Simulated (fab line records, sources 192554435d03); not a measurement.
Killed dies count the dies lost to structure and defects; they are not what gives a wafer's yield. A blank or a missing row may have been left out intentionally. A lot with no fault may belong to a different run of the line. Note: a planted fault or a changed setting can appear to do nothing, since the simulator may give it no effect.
fab line records | flow n5-finfet
record lots=11 wafers=32 last-day=18
route steps=1938 shown BEOL_M13@1690 BEOL_M14@1716 PASSIVATION@1936
lots with no fault: from the same line, run without faults
start-h: start of the lot's first displayed wafer, in hours after the record's first day | wait-h: time in hours since the lot's previous step | " the same as in the row above | L1.1+2: one row covering several wafers at once | - value missing, or start not given | * or withheld: withheld | < > ~ a bound
route shown NAME@n: names a module that has steps shown in the file, with the first one's number in the route | usual: mean/standard deviation of fault-free wafers | same: alike in all rows | chamber/n: place in a boat | sites: the reading at each site | _std_site: the values' standard deviation | _edge_site: mean of outer sites minus mean of inner sites | radius-mm: how far each site lies from the wafer's centre | mask NAME#n: copy n | behind: tool/chamber where the wafer was last shaped | hold: reason for holding the lot/hours on hold/outcome of the hold | device: names the non-switching transistor (n, p or np) | end of line: the route-end tests of the same wafers | a step with no rows: only its recipe | killed: dies that structure and defects cost at the first sort, which is not the same as the wafer's yield | map: a wafer's dies, marking killed ones x, the rest . and places with no die _
set.NAME: setting as actually run; set.NAME@STEP: the setting as run at that earlier step | model.NAME: the simulator's own value behind a step, which no gauge read
the route's steps for a sample of lots (tables are steps, rows are wafers)
services: the hour from which a tool's chamber was out of use, counted from the record's first day as start-h (under 0 if before that day), plus the number of hours and why
## steps
# step N5_BEOL_M13_OVL_MEAS_29
# recipe points-per-wafer=44
# usual M13_OVL=4/4.4
# columns lot.wafer tool chamber start-h wait-h M13_OVL[nm]
L339.3 overlay-02 0 255.42 0.0 8
L339.4 " 0 " " 6
L339.6 " 0 " " 8
L338.1 overlay-02 0 262.71 0.0 3
L338.4 " 0 " " 15
L338.5 " 0 " " 9
L342.1 overlay-02 0 273.44 0.0 4
L342.2 " 0 " " 2
L342.6 " 0 " " 6
L340.2 overlay-01 0 276.79 0.0 -1
L340.3 " 0 " " 1
L340.5 " 0 " " -1
L341.2 overlay-02 0 280.42 0.0 0
L341.3 " 0 " " 2
L341.5 " 0 " " 6
L345.2 overlay-01 0 283.34 0.0 9
L345.5 " 0 " " 5
L345.6 " 0 " " 13
L347.4 overlay-01 0 305.70 0.0 5
L347.5 " 0 " " 3
L347.6 " 0 " " 9
L349.4 overlay-01 0 306.32 0.0 8
L349.6 " 0 " " 0
L351.2 overlay-01 0 324.05 0.0 1
L351.3 " 0 " " -1
L351.6 " 0 " " -2
L358.2 overlay-01 0 360.99 0.0 3
L358.3 " 0 " " 5
L358.6 " 0 " " 1
L361.1 overlay-02 0 389.49 0.0 4
L361.2 " 0 " " 12
L361.4 " 0 " " 7
# step N5_BEOL_M13_OCD_MEAS_35
# usual trench-depth-nm=411/5.9
# columns lot.wafer tool chamber start-h wait-h trench-depth-nm
L339.3 ocd-02 - 256.07 0.0 413
L339.4 " - " " 407
L339.6 " - " " 419
L338.1 ocd-02 - 263.87 0.0 405
L338.4 " - " " 420
L338.5 " - " " 407
L342.1 ocd-02 - 274.07 0.0 426
L342.2 " - " " 406
L342.6 " - " " 410
L340.2 ocd-01 - 277.43 0.0 411
L340.3 " - " " 408
L340.5 " - " " 414
L341.2 ocd-02 - 281.38 0.0 401
L341.3 " - " " 411
L341.5 " - " " 403
L345.2 ocd-01 - 283.97 0.0 401
L345.5 " - " " 397
L345.6 " - " " 422
L347.4 ocd-02 - 306.43 0.0 421
L347.5 " - " " 409
L347.6 " - " " 401
L349.4 ocd-02 - 307.17 0.0 411
L349.6 " - " " 414
L351.2 ocd-01 - 324.70 0.0 398
L351.3 " - " " 419
L351.6 " - " " 414
L358.2 ocd-02 - 361.62 0.0 415
L358.3 " - " " 407
L358.6 " - " " 415
L361.1 ocd-02 - 390.22 0.0 410
L361.2 " - " " 411
L361.4 " - " " 415
# step N5_BEOL_M14_ILD_DEP_00
# recipe material=SiO2 target-thk-a=11193 temp-c=400 precursor=TEOS/O2 pressure-torr=6.5 rf-w=900 teos-flow-sccm=161.4 gas=O2 flow-sccm=2650 time-s=237.4
# usual heater-power-outer-w=262/75 heater-power-w=496/97 run-length-s=280.3/0.59 showerhead-plenum-p-Torr=8.35/0.041 throttle-valve-pct=18.0/0.89
# columns lot.wafer tool chamber start-h wait-h heater-power-outer-w heater-power-w run-length-s showerhead-plenum-p-Torr throttle-valve-pct
L339.3 pecvd-02 1 260.13 0.0 277 506 281.1 8.35 19.2
L339.4 " 1 " " 313 554 280.8 8.35 18.9
L339.6 " 0 " " 217 453 280.9 8.31 17.3
L338.1 pecvd-01 1 269.08 0.0 274 484 280.5 8.29 17.9
L338.4 " 2 " " 197 413 279.8 8.40 16.6
L338.5 " 0 " " 267 535 279.5 8.35 18.4
L342.1 pecvd-02 0 278.20 0.0 255 520 281.4 8.33 17.3
L342.2 " 2 " " 220 413 280.8 8.31 18.8
L342.6 " 2 " " 292 489 281.1 8.29 19.0
L340.2 pecvd-01 0 283.43 0.0 247 516 280.0 8.39 18.2
L340.3 " 1 " " 239 441 280.7 8.31 18.1
L340.5 " 0 " " 271 540 279.4 8.37 18.2
L341.2 pecvd-03 0 288.24 0.0 272 582 280.0 8.35 18.2
L341.3 " 1 " " 370 586 280.3 8.42 19.2
L341.5 " 0 " " 318 650 280.1 8.35 18.2
L345.2 pecvd-01 0 288.78 0.0 247 500 279.4 8.34 18.0
L345.5 " 2 " " 217 433 279.9 8.39 16.8
L345.6 " 1 " " 189 368 280.8 8.31 17.8
L347.4 pecvd-01 2 310.40 0.1 233 437 279.6 8.42 16.4
L347.5 " 0 " " 178 410 316.1 8.37 18.4
L347.6 " 1 " " 269 475 280.5 8.29 17.7
L349.4 pecvd-02 0 310.45 0.1 214 470 281.4 8.31 17.1
L349.6 " 1 " " 273 518 281.2 8.34 19.4
L351.2 pecvd-01 2 328.89 0.0 228 443 315.9 8.39 16.7
L351.3 " 1 " " 223 423 280.7 8.29 17.8
L351.6 " 0 " " 174 402 279.7 8.36 18.1
L358.2 pecvd-03 2 366.16 0.0 172 375 279.8 8.31 17.1
L358.3 " 0 " " 241 560 279.5 8.35 18.5
L358.6 " 0 " " 296 624 279.9 8.33 18.3
L361.1 pecvd-03 0 392.76 0.0 280 621 279.7 8.34 18.1
L361.2 " 2 " " 172 361 280.1 8.30 17.3
L361.4 " 2 " " 203 412 280.6 8.30 17.4
# step N5_BEOL_M14_THK_MEAS_01
# recipe reads=SiO2_of_BEOL_M14_ILD_DEP_00
# usual M14_ILD_THK=1118/18
# columns lot.wafer tool chamber start-h wait-h M14_ILD_THK[nm]
L339.3 film-metro-02 - 260.32 0.1 1118
L339.4 " - " " 1126
L339.6 " - " " 1117
L338.1 film-metro-02 - 269.27 0.1 1112
L338.4 " - " " 1140
L338.5 " - " " 1132
L342.1 film-metro-02 - 278.47 0.2 1093
L342.2 " - " " 1123
L342.6 " - " " 1132
L340.2 film-metro-02 - 283.62 0.1 1115
L340.3 " - " " 1110
L340.5 " - " " 1124
L341.2 film-metro-01 - 288.43 0.1 1097
L341.3 " - " " 1121
L341.5 " - " " 1109
L345.2 film-metro-02 - 288.97 0.1 1107
L345.5 " - " " 1120
L345.6 " - " " 1120
L347.4 film-metro-01 - 310.52 0.0 1130
L347.5 " - " " 1322
L347.6 " - " " 1138
L349.4 film-metro-02 - 310.56 0.0 1087
L349.6 " - " " 1123
L351.2 film-metro-01 - 329.08 0.1 1260
L351.3 " - " " 1117
L351.6 " - " " 1146
L358.2 film-metro-02 - 366.35 0.1 1115
L358.3 " - " " 1089
L358.6 " - " " 1113
L361.1 film-metro-01 - 392.95 0.1 1121
L361.2 " - " " 1139
L361.4 " - " " 1163
# step N5_BEOL_M14_CD_MEAS_10
# recipe target-cd-nm=250 landing-energy-ev=500 detector=se-inlens polarity=opening
# usual cd-nm=250.6/2.4
# columns lot.wafer tool chamber start-h wait-h cd-nm
L339.3 cd-sem-01 0 260.75 - 252.7
L339.4 " 0 " " 248.7
L339.6 " 0 " " 249.5
L338.1 cd-sem-01 0 269.70 - 253.5
L338.4 " 0 " " 249.7
L338.5 " 0 " " 248.8
L342.1 cd-sem-02 0 278.77 - 255.4
L342.2 " 0 " " 253.2
L342.6 " 0 " " 251.9
L340.2 cd-sem-03 0 283.93 - 248.5
L340.3 " 0 " " 248.7
L340.5 " 0 " " 248.2
L341.2 cd-sem-01 0 288.86 - 253.3
L341.3 " 0 " " 249.4
L341.5 " 0 " " 253.0
L345.2 cd-sem-02 0 289.28 - 251.8
L345.5 " 0 " " 249.3
L345.6 " 0 " " 247.4
L347.4 cd-sem-03 0 310.83 - 252.7
L347.5 " 0 " " 251.8
L347.6 " 0 " " 254.8
L349.4 cd-sem-02 0 310.87 - 255.2
L349.6 " 0 " " 251.4
L351.2 cd-sem-03 0 329.51 - 253.8
L351.3 " 0 " " 252.9
L351.6 " 0 " " 254.1
L358.2 cd-sem-03 0 366.66 - 249.9
L358.3 " 0 " " 253.3
L358.6 " 0 " " 250.8
L361.1 cd-sem-03 0 393.25 - 247.7
L361.2 " 0 " " 254.9
L361.4 " 0 " " 250.5
# step N5_PASSIVATION_PROBE_49
# usual defect-limited-yield=91.6/1.4 killed_at_M0_to_M3=32/9.5 killed_at_M4_up=13/6 killed-at-contacts=12/5.6 killed-at-front-end=39/11 killed-at-other=2.8/2.3 killed-dies=99/16 killed-open=65/12 killed-short=32/7.6 sort_bin_4_leakage=0.1/0.88 sort_bin_5_function=4.8/0.88 sort_bin_6_memory=3.2/0.65 sort-n-pass=1077/29 sort-yield-pct=91.2/2.5
# same gross-dies=1180 killed-at-back-side=0 sort_bin_8_speed[%]=0
# columns lot.wafer tool chamber start-h wait-h defect-limited-yield[%] killed_at_M0_to_M3 killed_at_M4_up killed-at-contacts killed-at-front-end killed-at-other killed-dies killed-open killed-short sort_bin_4_leakage[%] sort_bin_5_function[%] sort_bin_6_memory[%] sort-n-pass sort-yield-pct[%]
L347.6 prober-01 - 335.53 0.3 87.7 37 26 13 56 13 145 83 48 0 6.2 4.5 1035 87.7
# killed by level:class
L347.6 BEOL_M4:geometric-particle:open=14 BEOL_M0_SAQP:geometric-particle:open=13 BEOL_M0_SAQP:geometric-particle:short=12 FIN_SAQP:geometric-particle:open=11 MOL_CONTACT_COAG:geometric-particle:open=10 HKMG_FIN:area-etch=10 FIN_SAQP:geometric-particle:short=9 BEOL_M1:geometric-particle:open=6
## services
# columns tool chamber start-h hours kind
pecvd-01 0 237.40 3.7 repair
pecvd-02 2 242.89 5.5 scheduled-down
pecvd-01 2 250.46 9.1 repair
pecvd-03 0 255.81 2.1 scheduled-down
pecvd-02 1 277.24 2.1 scheduled-down
pecvd-02 1 292.04 5.5 scheduled-down
pecvd-02 2 305.72 2.1 scheduled-down
pecvd-02 0 312.96 5.5 scheduled-down
pecvd-01 2 326.80 - calibration
pecvd-02 0 330.75 2.1 scheduled-down
pecvd-02 1 379.59 5.0 scheduled-down
pecvd-02 1 384.59 - clean
pecvd-02 1 384.59 - consumable-replace:showerhead
pecvd-02 1 384.59 29.0 scheduled-down
pecvd-02 1 384.59 29.0 vent-cycle
pecvd-01 - 389.09 2.6 repair
## key
first-sign step=N5_BEOL_M14_ILD_DEP_00 reading=run-length-s direction=up sigmas=61 usual=* struck=*
effect step=N5_BEOL_M14_THK_MEAS_01 reading=M14_ILD_THK direction=up sigmas=9.4 usual=1118 struck=1291
met-at N5_BEOL_M14_ILD_DEP_00
struck-lots L347,L351
struck-wafers L347.5,L351.2
baseline-loss step=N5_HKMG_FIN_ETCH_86 wafers=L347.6
not-acting-at N5_BEOL_M13_OVL_MEAS_29,N5_BEOL_M13_OCD_MEAS_35,N5_BEOL_M14_CD_MEAS_10
onset-between 288.78 310.40
fault kind=process-parameter-drift tool=pecvd-01 chamber=- onset-h=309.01 steps=N5_BEOL_M14_ILD_DEP_00 channel=time-s offset=* shape=step end-h=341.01 scope=struck-wafers-only acts-in=* stated=*
# baseline-loss: these wafers lose ten dies or more at that step, a loss of the line's own and not of a fault; the sort's usual values leave them out
